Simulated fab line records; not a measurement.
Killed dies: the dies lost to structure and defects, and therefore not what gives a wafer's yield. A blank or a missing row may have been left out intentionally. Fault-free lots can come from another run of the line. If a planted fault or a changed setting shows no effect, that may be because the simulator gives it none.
fab line records ; flow n5_finfet
record lots=9; wafers=25; last_day=18
route steps=1938 shown SD_EPI_N@281 SD_EPI_P@307 BEOL_M4@1111 PASSIVATION@1936
lots that met no fault: from a run of the same line without faults
start_h: hours from the record's opening day to when the first of the lot's shown wafers began ; wait_h: hours from the lot's prior step to this one ; " unchanged from the row above ; L1.1+2: a row that stands for several wafers ; - no value, or no start given ; * or withheld: withheld ; < > ~ a bound
route shown NAME@n: a module of which the file shows steps, and the number in the route of the first ; usual: mean/standard deviation of fault-free wafers ; same: alike in all rows ; chamber/n: place in a boat ; sites: the reading at each site ; _std_site: standard deviation of those values ; _edge_site: outer sites' mean less inner sites' ; radius_mm: for every site, how far away it sits from the centre of the wafer ; mask NAME#n: copy n ; behind: the most recent tool/chamber to have shaped the wafer ; hold: why the lot was held/for how many hours/how that ended ; device: transistor that didn't switch, given as n, p or np ; end of line: tests run on the same wafers once the route is complete ; a step without rows: its recipe alone ; killed: dies lost to structure and defects at the first sort, not the wafer's yield ; map: a wafer's dies, marking killed ones x, the rest . and places with no die _
set.NAME: the run value of the setting; set.NAME@STEP: its run value at that earlier step ; model.NAME: the simulator's own value behind a step, which no gauge read
one table for each step of the route and one row for each wafer, over a sample of lots
services: from which hour (start_h, from the record's first day; less than 0 if before it) a tool's chamber was out of use, for how many hours, and why
## steps
# step N5_SD_EPI_N_SD_RECESS_17
# recipe chemistry=HBr/Cl2/O2; target_depth_a=410; mask_material=SOC; time_s=23.7; bt_time_s=3; pressure_mtorr=10; icp_w=800; bias_w=112; HBr_flow_sccm=150; Cl2_flow_sccm=80; O2_flow_sccm=12
# usual drypump_motor_current_A=5.6/0.44; oes_product_au=0.998/0.014; throttle_valve_pct=37.0/0.35
lot.wafer;tool;chamber;start_h;wait_h;drypump_motor_current_A;oes_product_au;rf_hours_counter_h;throttle_valve_pct
L977.2;rie_si-06;0;72.33;0.0;5.6;0.974;188;36.7
L977.4;rie_si-06;1;72.33;0.0;5.3;1.012;152;37.0
L977.5;rie_si-06;3;72.33;0.0;5.8;1.009;-;36.8
L979.2;rie_si-01;2;81.94;0.0;5.5;0.990;5;36.9
L979.3;rie_si-01;0;81.94;0.0;5.5;0.992;117;36.7
L979.4;rie_si-01;3;81.94;0.0;5.6;0.995;147;37.3
L981.2;rie_si-06;3;90.74;0.0;5.8;1.008;61;36.8
L981.3;rie_si-06;1;90.74;0.0;5.3;1.015;152;37.0
L981.4;rie_si-06;0;90.74;0.0;5.6;0.978;188;36.7
L980.1;rie_si-06;0;95.00;0.0;5.6;0.978;188;36.7
L980.2;rie_si-06;1;95.00;0.0;5.3;1.008;152;37.0
L982.1;rie_si-01;3;98.89;0.0;5.5;0.994;147;37.3
L982.2;rie_si-01;1;98.89;0.0;6.6;1.014;1;36.8
L982.4;rie_si-01;0;98.89;0.0;5.5;0.982;117;36.7
L987.1;rie_si-01;0;131.26;0.0;5.5;0.987;118;36.7
L987.5;rie_si-01;1;131.26;0.0;6.6;1.014;-;36.8
L987.6;rie_si-01;0;131.26;0.0;5.5;0.989;-;36.7
L991.1;rie_si-01;0;150.58;0.0;5.5;0.987;118;36.7
L991.2;rie_si-01;1;150.58;0.0;6.7;1.016;2;36.7
L991.4;rie_si-01;3;150.58;0.0;5.6;1.010;148;37.3
L996.1;rie_si-05;2;186.37;0.0;5.8;1.000;125;36.9
L996.2;rie_si-05;0;186.37;0.0;5.7;1.004;46;37.1
L996.4;rie_si-05;3;186.37;0.0;5.7;0.993;91;37.4
L997.4;rie_si-06;0;188.66;0.0;5.6;0.976;190;36.7
L997.6;rie_si-06;3;188.66;0.0;5.8;1.021;-;36.8
# step N5_SD_EPI_P_ETCH_36
# recipe chemistry=CF4; target=SiARC; target_depth_a=455; mask_material=CAR-ArF-block; time_s=75.8; ion_energy_ev=80; pressure_mtorr=40; source_w=545; bias_w=36; Ar_flow_sccm=100; cf4_flow_sccm=100; ends=cleared
# usual drypump_motor_current_A=5.7/0.59; etch_rf_on_time_s=75.5/1.3; oes_product_au=0.68/0.089; rf_vpp_V=184.4/1.1; showerhead_plenum_p_Torr=2.17/0.069; throttle_valve_pct=15.55/0.22
lot.wafer;tool;chamber;start_h;wait_h;drypump_motor_current_A;etch_rf_on_time_s;oes_product_au;rf_hours_counter_h;rf_vpp_V;showerhead_plenum_p_Torr;throttle_valve_pct
L977.2;rie_diel-03;1;77.95;0.0;5.4;74.1;0.67;153;186.1;2.22;15.59
L977.4;rie_diel-03;3;77.95;0.0;6.2;74.5;0.59;242;183.5;2.03;15.96
L977.5;rie_diel-03;3;77.95;0.0;6.2;74.9;0.58;-;181.5;2.03;15.96
L979.2;rie_diel-04;3;85.73;0.0;5.5;78.8;0.57;244;185.9;2.20;15.66
L979.3;rie_diel-04;0;85.73;0.0;6.4;74.2;0.80;7;186.6;2.18;15.59
L979.4;rie_diel-04;0;85.73;0.0;6.4;74.6;0.81;-;184.2;2.18;15.58
L981.2;rie_diel-06;2;95.71;0.0;5.5;77.4;0.58;244;183.1;2.12;15.60
L981.3;rie_diel-06;3;95.71;0.0;6.0;74.2;0.69;115;183.7;2.16;15.47
L981.4;rie_diel-06;2;95.71;0.0;5.5;76.6;0.58;-;183.5;2.12;15.59
L980.1;rie_diel-06;1;99.13;0.0;6.8;74.6;0.61;182;185.7;2.21;15.79
L980.2;rie_diel-06;3;99.13;0.0;6.0;74.1;0.69;116;183.6;2.16;15.47
L982.1;rie_diel-06;3;103.50;0.0;6.0;75.0;0.68;118;183.8;2.16;15.47
L982.2;rie_diel-06;2;103.50;0.0;5.5;77.1;0.58;248;183.2;2.12;15.61
L982.4;rie_diel-06;3;103.50;0.0;6.0;74.8;0.68;-;185.5;2.16;15.45
L987.1;rie_diel-06;1;136.89;0.0;6.8;76.3;0.60;196;185.3;2.21;15.81
L987.5;rie_diel-06;3;136.89;0.0;6.0;75.6;0.67;-;183.6;2.15;15.48
L987.6;rie_diel-06;0;136.89;0.0;5.9;76.6;0.81;-;185.9;2.19;15.27
L991.1;rie_diel-04;2;155.01;0.0;5.4;74.5;0.80;18;183.7;2.27;15.35
L991.2;rie_diel-04;1;155.01;0.0;4.7;75.6;0.60;242;184.7;2.20;15.45
L991.4;rie_diel-04;3;155.01;0.0;5.5;75.9;0.78;12;185.4;2.19;15.21
L996.1;rie_diel-06;0;190.88;0.0;5.9;77.4;0.76;26;183.7;2.18;15.30
L996.2;rie_diel-06;3;190.88;0.0;6.0;75.2;0.67;146;184.7;2.15;15.55
L996.4;rie_diel-06;1;190.88;0.0;6.7;75.9;0.59;212;185.8;2.20;15.83
L997.4;rie_diel-06;0;192.65;0.0;5.9;76.9;0.76;27;185.2;2.18;15.32
L997.6;rie_diel-06;3;192.65;0.0;6.0;75.3;0.66;-;183.7;2.15;15.52
# step N5_SD_EPI_P_ETCHBACK_46
# recipe chemistry=CH3F/O2; mode=anisotropic_etchback; target=SiNx; target_depth_a=175; stop_on=SiO2; over_etch_frac=0.3; ion_energy_ev=120; pressure_mtorr=30; source_w=395; bias_w=73; Ar_flow_sccm=150; CH3F_flow_sccm=30; O2_flow_sccm=20
# usual drypump_motor_current_A=5.7/0.59; oes_product_au=0.68/0.084; over_etch_frac=0.3/0; rf_vpp_V=297/5.6; showerhead_plenum_p_Torr=2.03/0.07; throttle_valve_pct=16.30/0.2
lot.wafer;tool;chamber;start_h;wait_h;drypump_motor_current_A;oes_product_au;over_etch_frac;rf_hours_counter_h;rf_vpp_V;showerhead_plenum_p_Torr;throttle_valve_pct
L977.2;rie_diel-03;1;78.33;0.0;5.4;0.66;0.3;153;304;2.07;16.33
L977.4;rie_diel-03;3;78.33;0.0;6.2;0.58;0.3;242;286;1.90;16.74
L977.5;rie_diel-03;3;78.33;0.0;6.2;0.58;0.3;-;285;1.90;16.72
L979.2;rie_diel-04;3;86.11;0.0;5.5;0.58;0.3;245;300;2.06;16.40
L979.3;rie_diel-04;0;86.11;0.0;6.4;0.79;0.3;8;304;2.04;16.34
L979.4;rie_diel-04;0;86.11;0.0;6.4;0.79;0.3;-;305;2.04;16.37
L981.2;rie_diel-06;2;96.09;0.0;5.5;0.59;0.3;245;297;1.98;16.35
L981.3;rie_diel-06;3;96.09;0.0;6.0;0.68;0.3;115;295;2.02;16.18
L981.4;rie_diel-06;2;96.09;0.0;5.5;0.58;0.3;-;297;1.98;16.32
L980.1;rie_diel-06;1;99.51;0.0;6.7;0.62;0.3;182;294;2.06;16.49
L980.2;rie_diel-06;3;99.51;0.0;6.0;0.68;0.3;117;294;2.02;16.19
L982.1;rie_diel-06;3;103.89;0.0;6.0;0.69;0.27679;119;296;2.02;16.19
L982.2;rie_diel-06;2;103.89;0.0;5.5;0.58;0.3;248;297;1.98;16.34
L982.4;rie_diel-06;3;103.89;0.0;6.0;0.68;0.27679;-;297;2.02;16.20
L987.1;rie_diel-06;1;137.27;0.0;6.8;0.60;0.3;197;293;2.06;16.48
L987.5;rie_diel-06;3;137.27;0.0;6.0;0.68;0.27679;-;296;2.01;16.22
L987.6;rie_diel-06;0;137.27;0.0;5.9;0.81;0.3;-;306;2.06;16.12
L991.1;rie_diel-04;2;155.39;0.0;5.4;0.78;0.3;19;292;2.14;16.14
L991.2;rie_diel-04;1;155.39;0.0;4.7;0.60;0.3;243;296;2.07;16.24
L991.4;rie_diel-04;3;155.39;0.0;5.5;0.77;0.3;13;301;2.05;15.97
L996.1;rie_diel-06;0;191.26;0.0;5.9;0.78;0.3;26;305;2.06;16.14
L996.2;rie_diel-06;3;191.26;0.0;5.9;0.66;0.3;146;295;2.01;16.24
L996.4;rie_diel-06;1;191.26;0.0;6.7;0.59;0.3;213;291;2.05;16.51
L997.4;rie_diel-06;0;193.03;0.0;5.9;0.78;0.3;27;307;2.06;16.16
L997.6;rie_diel-06;3;193.03;0.0;6.0;0.66;0.3;-;297;2.01;16.24
# step N5_SD_EPI_P_ETCH_47
# recipe chemistry=CH3F/O2; target=SiOCN; target_depth_a=250; mask_material=SOC; ion_energy_ev=60; bias_w=29; pressure_mtorr=30; source_w=410; Ar_flow_sccm=150; CH3F_flow_sccm=30; O2_flow_sccm=20
# usual drypump_motor_current_A=5.7/0.59; oes_product_au=0.79/0.1; rf_vpp_V=127.3/2.3; showerhead_plenum_p_Torr=2.03/0.07; throttle_valve_pct=16.27/0.2
lot.wafer;tool;chamber;start_h;wait_h;drypump_motor_current_A;oes_product_au;rf_hours_counter_h;rf_vpp_V;showerhead_plenum_p_Torr;throttle_valve_pct
L977.2;rie_diel-03;1;78.43;0.1;5.4;0.77;153;128.4;2.07;16.28
L977.4;rie_diel-03;3;78.43;0.1;6.2;0.67;242;121.6;1.90;16.71
L977.5;rie_diel-03;3;78.43;0.1;6.2;0.68;-;122.9;1.90;16.72
L979.2;rie_diel-04;3;86.21;0.1;5.5;0.67;245;129.8;2.06;16.38
L979.3;rie_diel-04;0;86.21;0.1;6.5;0.95;8;129.3;2.04;16.32
L979.4;rie_diel-04;0;86.21;0.1;6.4;0.94;-;131.9;2.04;16.33
L981.2;rie_diel-06;2;96.19;0.1;5.5;0.68;245;127.4;1.98;16.31
L981.3;rie_diel-06;3;96.19;0.1;6.0;0.80;115;126.6;2.02;16.15
L981.4;rie_diel-06;2;96.19;0.1;5.5;0.68;-;127.3;1.98;16.31
L980.1;rie_diel-06;1;99.61;0.1;6.7;0.71;182;125.8;2.06;16.43
L980.2;rie_diel-06;3;99.61;0.1;6.0;0.80;117;126.7;2.02;16.16
L982.1;rie_diel-06;3;103.99;0.1;6.0;0.80;119;127.0;2.02;16.17
L982.2;rie_diel-06;2;103.99;0.1;5.5;0.67;248;126.7;1.98;16.31
L982.4;rie_diel-06;3;103.99;0.1;6.0;0.80;-;127.0;2.02;16.17
L987.1;rie_diel-06;1;137.37;0.1;6.8;0.70;197;125.5;2.06;16.46
L987.5;rie_diel-06;3;137.37;0.1;6.0;0.78;-;125.4;2.01;16.19
L987.6;rie_diel-06;0;137.37;0.1;5.9;0.94;-;129.5;2.06;16.09
L991.1;rie_diel-04;2;155.49;0.1;5.4;0.91;19;124.4;2.13;16.12
L991.2;rie_diel-04;1;155.49;0.1;4.7;0.70;243;125.9;2.07;16.23
L991.4;rie_diel-04;3;155.49;0.1;5.5;0.91;13;127.1;2.05;15.96
L996.1;rie_diel-06;0;191.36;0.1;5.9;0.91;26;131.7;2.06;16.14
L996.2;rie_diel-06;3;191.36;0.1;6.0;0.77;146;125.7;2.01;16.23
L996.4;rie_diel-06;1;191.36;0.1;6.8;0.69;213;126.1;2.05;16.49
L997.4;rie_diel-06;0;193.13;0.1;5.9;0.90;27;131.6;2.06;16.13
L997.6;rie_diel-06;3;193.13;0.1;6.0;0.78;-;128.6;2.01;16.22
# step N5_BEOL_M4_RC_MEAS_101
# usual DIBL_N=36.3/1.7; DIBL_P=36.0/1.9; IOFF_N=0.156/0.028; IOFF_P=0.21/0.036; ION_N=675/11; ION_P=463/7.8; SS_N=71.6/0.59; SS_P=73.2/0.63; VT_N=250/3.1; VT_P=-251/3.4
lot.wafer;tool;chamber;start_h;wait_h;DIBL_N[mV/V];DIBL_P[mV/V];IOFF_N[nA/um];IOFF_P[nA/um];ION_N[uA/um];ION_P[uA/um];SS_N[mV/dec];SS_P[mV/dec];VT_N[mV];VT_P[mV]
L977.2;prober-02;0;184.73;0.2;38.1;37.9;0.190;0.24;682;470;71.2;73.5;248;-252
L977.4;prober-02;0;184.73;0.2;34.3;32.5;0.127;0.17;680;463;70.5;72.5;251;-256
L977.5;prober-02;0;184.73;0.2;36.9;36.6;0.170;0.22;688;466;71.9;73.9;250;-253
L979.2;prober-02;0;193.92;0.2;34.2;33.5;0.128;0.19;673;464;71.0;72.3;250;-252
L979.3;prober-02;0;193.92;0.2;35.6;35.0;0.146;0.22;661;457;71.8;72.8;252;-249
L979.4;prober-02;0;193.92;0.2;36.1;34.7;0.155;0.21;667;461;71.4;72.6;251;-248
L980.1;prober-01;0;204.34;0.0;36.3;37.5;0.164;0.21;691;468;72.1;73.4;250;-250
L980.2;prober-01;0;204.34;0.0;37.5;37.5;0.196;0.22;695;465;72.2;74.0;247;-251
L982.1;prober-02;0;204.67;0.0;34.3;33.5;0.128;0.16;674;460;70.8;72.6;253;-252
L982.2;prober-02;0;204.67;0.0;34.4;34.0;0.122;0.17;663;451;71.3;73.4;252;-254
L982.4;prober-02;0;204.67;0.0;38.4;38.8;0.192;0.25;678;458;72.2;74.0;247;-249
L981.2;prober-01;0;210.53;0.2;37.0;37.0;0.159;0.22;675;461;71.3;73.8;248;-247
L981.3;prober-01;0;210.53;0.2;37.8;38.1;0.195;0.26;691;475;71.4;73.9;245;-244
L981.4;prober-01;0;210.53;0.2;36.4;35.9;0.144;0.20;662;458;72.1;73.5;250;-249
L987.1;prober-02;0;250.83;0.0;36.5;35.3;0.171;0.25;693;481;72.3;73.4;246;-245
L987.5;prober-02;0;250.83;0.0;37.8;36.8;0.193;0.26;691;479;72.7;74.0;246;-246
L987.6;prober-02;0;250.83;0.0;39.0;38.3;0.215;0.31;697;481;72.8;73.8;245;-243
L991.1;prober-02;0;261.07;0.0;34.7;35.2;0.133;0.18;671;453;71.5;73.1;253;-251
L991.2;prober-02;0;261.07;0.0;34.9;35.9;0.141;0.19;669;463;71.5;73.3;252;-254
L991.4;prober-02;0;261.07;0.0;35.6;35.2;0.151;0.18;667;458;71.8;73.2;254;-253
L996.1;prober-01;0;303.27;0.0;32.7;32.4;0.120;0.14;667;453;71.0;72.6;255;-255
L996.2;prober-01;0;303.27;0.0;35.5;37.1;0.155;0.19;666;458;71.5;73.3;254;-253
L996.4;prober-01;0;303.27;0.0;33.7;34.0;0.130;0.16;675;455;70.1;72.8;254;-254
L997.4;prober-01;0;320.54;0.5;36.5;35.5;0.142;0.22;667;466;71.1;72.7;250;-247
L997.6;prober-01;0;320.54;0.5;41.0;40.2;0.249;0.32;689;478;72.7;74.6;242;-245
# step N5_PASSIVATION_PROBE_49
# usual defect_limited_yield=91.5/1.5; killed_at_M0_to_M3=30/11; killed_at_M4_up=13/4.9; killed_at_contacts=14/6.5; killed_at_front_end=40/11; killed_at_other=3.3/2.7; killed_dies=100/18; killed_open=67/14; killed_short=32/7.8; sort_bin_5_function=5.0/0.97; sort_bin_6_memory=3.2/0.75; sort_n_pass=1080/18; sort_yield_pct=91.5/1.5
# same gross_dies=1180; killed_at_back_side=0; sort_bin_4_leakage[%]=0; sort_bin_8_speed[%]=0
lot.wafer;tool;chamber;start_h;wait_h;defect_limited_yield[%];killed_at_M0_to_M3;killed_at_M4_up;killed_at_contacts;killed_at_front_end;killed_at_other;killed_dies;killed_open;killed_short;sort_bin_5_function[%];sort_bin_6_memory[%];sort_n_pass;sort_yield_pct[%]
L987.6;prober-01;-;371.24;0.3;91.3;33;14;11;40;5;103;75;28;5.1;3.5;1077;91.3
# killed by level:class
L987.6 MOL_CONTACT_COAG:geometric_particle:open=10 FIN_SAQP:geometric_particle:open=9 FIN_SAQP:geometric_particle:short=8 STI_FIN_REVEAL:geometric_particle:open=8 BEOL_M0_SAQP:geometric_particle:open=7 BEOL_M2:geometric_particle:open=6 BEOL_M3:geometric_particle:open=6 BEOL_M0_SAQP:geometric_particle:short=5
## services
tool;chamber;start_h;hours;kind
rie_diel-04;0;51.32;-;clean
rie_diel-04;0;51.32;-;consumable_replace:focus_ring
rie_diel-04;0;51.32;13.0;scheduled_down
rie_diel-04;0;51.32;13.0;vent_cycle
rie_diel-03;1;59.88;17.3;repair
rie_diel-03;2;70.11;5.4;repair
rie_diel-04;2;75.18;-;clean
rie_diel-04;2;75.18;-;consumable_replace:focus_ring
rie_diel-04;2;75.18;-;consumable_replace:showerhead
rie_diel-04;2;75.18;23.0;scheduled_down
rie_si-05;1;83.51;6.8;repair
rie_si-01;0;90.69;2.5;repair
rie_diel-06;0;95.13;-;clean
rie_diel-06;0;95.13;-;consumable_replace:focus_ring
rie_diel-06;0;95.13;16.2;scheduled_down
rie_diel-06;0;95.13;16.2;vent_cycle
rie_diel-06;3;104.73;4.3;repair
rie_diel-06;2;111.69;-;clean
rie_diel-06;2;111.69;-;consumable_replace:focus_ring
rie_diel-06;2;111.69;13.6;scheduled_down
rie_diel-06;2;111.69;13.6;vent_cycle
rie_si-06;0;134.45;1.0;repair
rie_diel-04;1;179.78;2.1;repair
rie_si-01;-;185.75;7.0;repair
## key
first_sign step=N5_SD_EPI_P_ETCHBACK_46; reading=over_etch_frac; direction=down; sigmas=99+; usual=0.3; struck=0.27679
effect none on later readings
met_at N5_SD_EPI_P_ETCHBACK_46
struck_lots L982,L987
struck_wafers L982.1,L982.4,L987.5
not_acting_at N5_SD_EPI_N_SD_RECESS_17,N5_SD_EPI_P_ETCH_36,N5_SD_EPI_P_ETCH_47
onset_between 99.51 103.89
fault kind=process_parameter_drift; tool=rie_diel-06; chamber=3; onset_h=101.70; steps=N5_SD_EPI_P_ETCHBACK_46; channel=over_etch_frac; offset=-0.023214; shape=step; end_h=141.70; acts_in=these_recipes_only; stated=0.3
